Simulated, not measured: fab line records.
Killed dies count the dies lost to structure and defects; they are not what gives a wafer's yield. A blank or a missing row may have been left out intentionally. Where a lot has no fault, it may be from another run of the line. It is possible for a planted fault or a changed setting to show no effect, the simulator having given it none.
Lot-split experiment :: flow n5_finfet :: 7 lots, 21 wafers read, on a route of 1938 steps

## THE SPLIT ITSELF
At N5_GATE_CUT_DESCUM_18 (chemistry O2, time 7 s), the setting time_s was moved away from the recipe's 7 s on 8 of the 21 wafers read, by -11.8% to +21.9%. The other wafers ran this setting at the recipe's value.

There is no step in the file separating the split from the reading.

## THE READING
CAR-EUV_of_GATE_CUT_COAT_07.thk_nm (the simulator's own value, which no gauge read), in nm, at N5_GATE_CUT_ETCH_28 (etches underlayer in N2/H2, target depth 13 nm, time 10.4 s). No usual value for it is given in the file. The 13 wafers here that ran the recipe average 14.6 nm, standard deviation 0.13 nm.

wafer: L077.1
tool, chamber at the split: rie_diel-04, 0
time_s as run, s: 7
against the recipe: recipe
CAR-EUV_of_GATE_CUT_COAT_07.thk_nm, nm: 14.6
against lot-mates on the recipe: -

wafer: L077.5
tool, chamber at the split: rie_diel-04, 0,1
time_s as run, s: 8.534
against the recipe: +21.9%
CAR-EUV_of_GATE_CUT_COAT_07.thk_nm, nm: 13.8
against lot-mates on the recipe: -0.8

wafer: L077.6
tool, chamber at the split: rie_diel-04, 0,1
time_s as run, s: 8.534
against the recipe: +21.9%
CAR-EUV_of_GATE_CUT_COAT_07.thk_nm, nm: 13.8
against lot-mates on the recipe: -0.8

wafer: L084.2
tool, chamber at the split: rie_diel-05, 2
time_s as run, s: 7.776
against the recipe: +11.1%
CAR-EUV_of_GATE_CUT_COAT_07.thk_nm, nm: 14
against lot-mates on the recipe: -0.4

wafer: L084.5
tool, chamber at the split: rie_diel-05, 3,2
time_s as run, s: 7
against the recipe: recipe
CAR-EUV_of_GATE_CUT_COAT_07.thk_nm, nm: 14.4
against lot-mates on the recipe: -

wafer: L084.6
tool, chamber at the split: rie_diel-05, 3,2
time_s as run, s: 7
against the recipe: recipe
CAR-EUV_of_GATE_CUT_COAT_07.thk_nm, nm: 14.4
against lot-mates on the recipe: -

wafer: L086.2
tool, chamber at the split: rie_diel-02, 0
time_s as run, s: 7
against the recipe: recipe
CAR-EUV_of_GATE_CUT_COAT_07.thk_nm, nm: 14.8
against lot-mates on the recipe: -

wafer: L086.5
tool, chamber at the split: rie_diel-02, 2
time_s as run, s: 7
against the recipe: recipe
CAR-EUV_of_GATE_CUT_COAT_07.thk_nm, nm: 14.6
against lot-mates on the recipe: -

wafer: L086.6
tool, chamber at the split: rie_diel-02, 1
time_s as run, s: 7
against the recipe: recipe
CAR-EUV_of_GATE_CUT_COAT_07.thk_nm, nm: 14.6
against lot-mates on the recipe: -

wafer: L087.1
tool, chamber at the split: rie_diel-05, 0
time_s as run, s: 6.175
against the recipe: -11.8%
CAR-EUV_of_GATE_CUT_COAT_07.thk_nm, nm: 15.2
against lot-mates on the recipe: +0.6

wafer: L087.3
tool, chamber at the split: rie_diel-05, 1
time_s as run, s: 7
against the recipe: recipe
CAR-EUV_of_GATE_CUT_COAT_07.thk_nm, nm: 14.6
against lot-mates on the recipe: -

wafer: L087.4
tool, chamber at the split: rie_diel-05, 3
time_s as run, s: 7
against the recipe: recipe
CAR-EUV_of_GATE_CUT_COAT_07.thk_nm, nm: 14.6
against lot-mates on the recipe: -

wafer: L090.1
tool, chamber at the split: rie_diel-02, 1
time_s as run, s: 7
against the recipe: recipe
CAR-EUV_of_GATE_CUT_COAT_07.thk_nm, nm: 14.8
against lot-mates on the recipe: -

wafer: L090.3
tool, chamber at the split: rie_diel-02, 2,3
time_s as run, s: 7
against the recipe: recipe
CAR-EUV_of_GATE_CUT_COAT_07.thk_nm, nm: 14.8
against lot-mates on the recipe: -

wafer: L090.4
tool, chamber at the split: rie_diel-02, 2,3
time_s as run, s: 7
against the recipe: recipe
CAR-EUV_of_GATE_CUT_COAT_07.thk_nm, nm: 14.8
against lot-mates on the recipe: -

wafer: L094.2
tool, chamber at the split: rie_diel-05, 2
time_s as run, s: 6.534
against the recipe: -6.7%
CAR-EUV_of_GATE_CUT_COAT_07.thk_nm, nm: 14.8
against lot-mates on the recipe: +0.2

wafer: L094.4
tool, chamber at the split: rie_diel-05, 0
time_s as run, s: 7
against the recipe: recipe
CAR-EUV_of_GATE_CUT_COAT_07.thk_nm, nm: 14.6
against lot-mates on the recipe: -

wafer: L094.5
tool, chamber at the split: rie_diel-05, 2
time_s as run, s: 6.534
against the recipe: -6.7%
CAR-EUV_of_GATE_CUT_COAT_07.thk_nm, nm: 14.8
against lot-mates on the recipe: +0.2

wafer: L096.2
tool, chamber at the split: rie_diel-02, 2
time_s as run, s: 8.226
against the recipe: +17.5%
CAR-EUV_of_GATE_CUT_COAT_07.thk_nm, nm: 14
against lot-mates on the recipe: -0.6

wafer: L096.5
tool, chamber at the split: rie_diel-02, 3
time_s as run, s: 8.226
against the recipe: +17.5%
CAR-EUV_of_GATE_CUT_COAT_07.thk_nm, nm: 13.8
against lot-mates on the recipe: -0.8

wafer: L096.6
tool, chamber at the split: rie_diel-02, 0
time_s as run, s: 7
against the recipe: recipe
CAR-EUV_of_GATE_CUT_COAT_07.thk_nm, nm: 14.6
against lot-mates on the recipe: -
If several chambers appear in one row, that row covers several wafers at once and the file leaves open which wafer was in which chamber.

THE FIT
A straight line over all 21 wafers: CAR-EUV_of_GATE_CUT_COAT_07.thk_nm changes by -0.0401 nm for each +1% of time_s; r = -0.95; the points scatter about the line by 0.13 nm.
The same after taking each lot's own level away (the mean of its wafers on the recipe; 21 wafers): -0.0385 nm for each +1%; r = -0.98; scatter 0.065 nm.
The reading moves by 0.84 nm for the largest change in time_s, on that fit.
The lots' own levels span 14.40 to 14.80 nm, that is 3.0 times the standard deviation above.
The two slopes are in agreement: the lot-to-lot level therefore moves the slope only a little.
Check: -0.852 nm against its lot-mates is what the line predicts for one of the wafers moved furthest among these (+21.9%) when that wafer is left out of the fit. Against them it came out at -0.8 nm.

## OTHER SPLITS ON THESE WAFERS
These wafers also went through other splits before the reading. Each is held against what the fit with the lots' levels taken away leaves over:
other split on the same wafers: N5_DUMMY_GATE_COAT_28 spin_rpm
wafers away from the commonest value: 9
r with CAR-EUV_of_GATE_CUT_COAT_07.thk_nm (lot level and that fit taken away): +0.11

other split on the same wafers: N5_SD_EPI_N_ETCH_45 target_depth_a
wafers away from the commonest value: 12
r with CAR-EUV_of_GATE_CUT_COAT_07.thk_nm (lot level and that fit taken away): +0.32

other split on the same wafers: N5_HKMG_FIN_HK_ALD_01 ald_cycles
wafers away from the commonest value: 7
r with CAR-EUV_of_GATE_CUT_COAT_07.thk_nm (lot level and that fit taken away): -0.02

other split on the same wafers: N5_GATE_CUT_EXPOSE_10 dose_mj
wafers away from the commonest value: 9
r with CAR-EUV_of_GATE_CUT_COAT_07.thk_nm (lot level and that fit taken away): -0.10

## THE WHOLE CHAIN: every reading that the file lists as answering this split, in the file's order
step: N5_GATE_CUT_DESCUM_18
what it does: chemistry O2, time 7 s
reading: CAR-EUV_of_GATE_CUT_COAT_07.thk_nm (the simulator's own value, which no gauge read)
change (the file's fit): -0.0342 nm for each +1% of the setting
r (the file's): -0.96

step: N5_GATE_CUT_ETCH_28
what it does: etches underlayer in N2/H2, target depth 13 nm, time 10.4 s
reading: CAR-EUV_of_GATE_CUT_COAT_07.thk_nm (the simulator's own value, which no gauge read)
change (the file's fit): -0.039 nm for each +1% of the setting
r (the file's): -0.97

## THE FILE'S OWN FIT
CAR-EUV_of_GATE_CUT_COAT_07.thk_nm changes by -0.039 nm for each +1% of time_s, r = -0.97.
